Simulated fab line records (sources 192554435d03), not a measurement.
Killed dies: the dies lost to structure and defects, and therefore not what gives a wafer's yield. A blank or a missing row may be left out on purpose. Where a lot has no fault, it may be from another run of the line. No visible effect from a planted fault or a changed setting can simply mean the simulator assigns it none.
Tool commonality check :: flow n5-finfet :: Sampled: 10 lots, 30 wafers

== THE REASON FOR OPENING IT ==
On 2 of the 10 lots, a flag is raised at N5_MOL_CONTACT_COAG_INSPECT_57 on the reading raw-defect-count. Fault-free wafers read 232, with a standard deviation of 58.
Rule: flag the lot when none of its wafers has a number, or when each of its wafers that has one lies beyond 4 standard deviations from that mean. The rest of the lots are taken to be sound.

lot: L263
measured: day 5 07:14
on: defect-inspect-02
raw-defect-count, wafer by wafer: 212 151 136
flag: 

lot: L264
measured: day 5 09:14
on: defect-inspect-02
raw-defect-count, wafer by wafer: 257 236 293
flag: 

lot: L265
measured: day 5 18:20
on: defect-inspect-02
raw-defect-count, wafer by wafer: 148 135 159
flag: 

lot: L269
measured: day 6 20:29
on: defect-inspect-02
raw-defect-count, wafer by wafer: 281 288 290
flag: 

lot: L270
measured: day 7 02:26
on: defect-inspect-01
raw-defect-count, wafer by wafer: 216 196 169
flag: 

lot: L272
measured: day 7 10:48
on: defect-inspect-02
raw-defect-count, wafer by wafer: 278 273 320
flag: 

lot: L274
measured: day 8 07:23
on: defect-inspect-01
raw-defect-count, wafer by wafer: 226 272 261
flag: 

lot: L282
measured: day 9 21:19
on: defect-inspect-01
raw-defect-count, wafer by wafer: 969 945 945
flag: FLAGGED

lot: L283
measured: day 10 04:04
on: defect-inspect-01
raw-defect-count, wafer by wafer: 162 240 190
flag: 

lot: L285
measured: day 10 20:09
on: defect-inspect-01
raw-defect-count, wafer by wafer: 872 874 894
flag: FLAGGED
The numbers of the flagged lots are 916 on average: +684 against the usual, or +12 standard deviations.

== WHICH TOOL EACH LOT WENT THROUGH ==
3 process steps preceding the reading are held in the record, out of 1938 steps in the route. Every cell lists first the tool, next ch and the chambers used by the sampled wafers, and last the start.
lot: L263
flag: 
N5_MOL_CONTACT_COAG_TI_SIL_19: pvd-sputter-01, day 4 15:52
N5_MOL_CONTACT_COAG_SIL_ANNEAL_21: rtp-anneal-01 ch 0, day 4 16:41
N5_MOL_CONTACT_COAG_CMP_28: cmp-01 ch 0,1,2, day 5 03:27

lot: L264
flag: 
N5_MOL_CONTACT_COAG_TI_SIL_19: pvd-sputter-02, day 4 21:32
N5_MOL_CONTACT_COAG_SIL_ANNEAL_21: rtp-anneal-02 ch 0, day 4 22:11
N5_MOL_CONTACT_COAG_CMP_28: cmp-01 ch 1,3, day 5 06:04

lot: L265
flag: 
N5_MOL_CONTACT_COAG_TI_SIL_19: pvd-sputter-02, day 5 10:22
N5_MOL_CONTACT_COAG_SIL_ANNEAL_21: rtp-anneal-02 ch 0, day 5 10:53
N5_MOL_CONTACT_COAG_CMP_28: cmp-02 ch 1,3, day 5 16:55

lot: L269
flag: 
N5_MOL_CONTACT_COAG_TI_SIL_19: pvd-sputter-03, day 6 10:52
N5_MOL_CONTACT_COAG_SIL_ANNEAL_21: rtp-anneal-01 ch 0, day 6 11:24
N5_MOL_CONTACT_COAG_CMP_28: cmp-01 ch 1,2,3, day 6 18:57

lot: L270
flag: 
N5_MOL_CONTACT_COAG_TI_SIL_19: pvd-sputter-01, day 6 14:13
N5_MOL_CONTACT_COAG_SIL_ANNEAL_21: rtp-anneal-01 ch 0, day 6 14:43
N5_MOL_CONTACT_COAG_CMP_28: cmp-01 ch 0,1,2, day 6 22:50

lot: L272
flag: 
N5_MOL_CONTACT_COAG_TI_SIL_19: pvd-sputter-01, day 7 01:40
N5_MOL_CONTACT_COAG_SIL_ANNEAL_21: rtp-anneal-02 ch 0, day 7 02:23
N5_MOL_CONTACT_COAG_CMP_28: cmp-01 ch 0,1,2, day 7 08:50

lot: L274
flag: 
N5_MOL_CONTACT_COAG_TI_SIL_19: pvd-sputter-02, day 7 20:42
N5_MOL_CONTACT_COAG_SIL_ANNEAL_21: rtp-anneal-01 ch 0, day 7 21:16
N5_MOL_CONTACT_COAG_CMP_28: cmp-04 ch 0,2, day 8 05:35

lot: L282
flag: FLAGGED
N5_MOL_CONTACT_COAG_TI_SIL_19: pvd-sputter-03, day 9 13:18
N5_MOL_CONTACT_COAG_SIL_ANNEAL_21: rtp-anneal-02 ch 0, day 9 13:47
N5_MOL_CONTACT_COAG_CMP_28: cmp-02 ch 1,3, day 9 20:05

lot: L283
flag: 
N5_MOL_CONTACT_COAG_TI_SIL_19: pvd-sputter-02, day 9 20:33
N5_MOL_CONTACT_COAG_SIL_ANNEAL_21: rtp-anneal-01 ch 0, day 9 21:03
N5_MOL_CONTACT_COAG_CMP_28: cmp-01 ch 0,1,3, day 10 02:46

lot: L285
flag: FLAGGED
N5_MOL_CONTACT_COAG_TI_SIL_19: pvd-sputter-02, day 10 09:50
N5_MOL_CONTACT_COAG_SIL_ANNEAL_21: rtp-anneal-02 ch 0, day 10 10:26
N5_MOL_CONTACT_COAG_CMP_28: cmp-02 ch 0,3, day 10 17:16
These steps, and what they do:
- N5_MOL_CONTACT_COAG_TI_SIL_19: material Ti, target thk 4.2 nm, time 15 s.
- N5_MOL_CONTACT_COAG_SIL_ANNEAL_21: time 60 s.
- N5_MOL_CONTACT_COAG_CMP_28: polishes, stops on SiNx, t overpolish 0.85 s, target thk 14.522 nm.
- N5_MOL_CONTACT_COAG_INSPECT_57: inspects for defects (brightfield).

== FLAGGED OVER TOTAL, TOOL BY TOOL (the gauges that took the reading come last) ==
step: N5_MOL_CONTACT_COAG_TI_SIL_19
tool: pvd-sputter-01
lots run: 3
flagged: 0
share of the flagged lots: none
sound lots run after its first flagged lot: -

step: N5_MOL_CONTACT_COAG_TI_SIL_19
tool: pvd-sputter-02
lots run: 5
flagged: 1
share of the flagged lots: some
sound lots run after its first flagged lot: 0

step: N5_MOL_CONTACT_COAG_TI_SIL_19
tool: pvd-sputter-03
lots run: 2
flagged: 1
share of the flagged lots: some
sound lots run after its first flagged lot: 0

step: N5_MOL_CONTACT_COAG_SIL_ANNEAL_21
tool: rtp-anneal-01
lots run: 5
flagged: 0
share of the flagged lots: none
sound lots run after its first flagged lot: -

step: N5_MOL_CONTACT_COAG_SIL_ANNEAL_21
tool: rtp-anneal-02
lots run: 5
flagged: 2
share of the flagged lots: all
sound lots run after its first flagged lot: 0

step: N5_MOL_CONTACT_COAG_CMP_28
tool: cmp-01
lots run: 6
flagged: 0
share of the flagged lots: none
sound lots run after its first flagged lot: -

step: N5_MOL_CONTACT_COAG_CMP_28
tool: cmp-02
lots run: 3
flagged: 2
share of the flagged lots: all
sound lots run after its first flagged lot: 0

step: N5_MOL_CONTACT_COAG_CMP_28
tool: cmp-04
lots run: 1
flagged: 0
share of the flagged lots: none
sound lots run after its first flagged lot: -

step: N5_MOL_CONTACT_COAG_INSPECT_57
tool: defect-inspect-01
lots run: 5
flagged: 2
share of the flagged lots: all
sound lots run after its first flagged lot: 1 (L283)

step: N5_MOL_CONTACT_COAG_INSPECT_57
tool: defect-inspect-02
lots run: 5
flagged: 0
share of the flagged lots: none
sound lots run after its first flagged lot: -

== WHAT IS ALLOWED BY THE TABLE ==
Rows of the table that ran every flagged lot, 3 in all: rtp-anneal-02 at N5_MOL_CONTACT_COAG_SIL_ANNEAL_21, cmp-02 at N5_MOL_CONTACT_COAG_CMP_28, defect-inspect-01 at N5_MOL_CONTACT_COAG_INSPECT_57.
- rtp-anneal-02 at N5_MOL_CONTACT_COAG_SIL_ANNEAL_21: 2 of its 5 lots flagged. It ran its last sound lot, L272, at day 7 02:23 and its first flagged lot, L282, at day 9 13:47: a fault with its onset between the two fits.
- cmp-02 at N5_MOL_CONTACT_COAG_CMP_28: 2 of its 3 lots flagged. It ran its last sound lot, L265, at day 5 16:55 and its first flagged lot, L282, at day 9 20:05: a fault with its onset between the two fits.
- defect-inspect-01 at N5_MOL_CONTACT_COAG_INSPECT_57: 2 of its 5 lots flagged. After the first flagged lot (L283), sound lots still ran on it; a lasting fault on the whole tool would not permit that.
Because each of these 2 tools fits a fault that began at some hour, counting lots does not separate them. More lots, or a look at what each step does to the wafer, might.

== WHAT THE SIMULATOR PUT IN ==
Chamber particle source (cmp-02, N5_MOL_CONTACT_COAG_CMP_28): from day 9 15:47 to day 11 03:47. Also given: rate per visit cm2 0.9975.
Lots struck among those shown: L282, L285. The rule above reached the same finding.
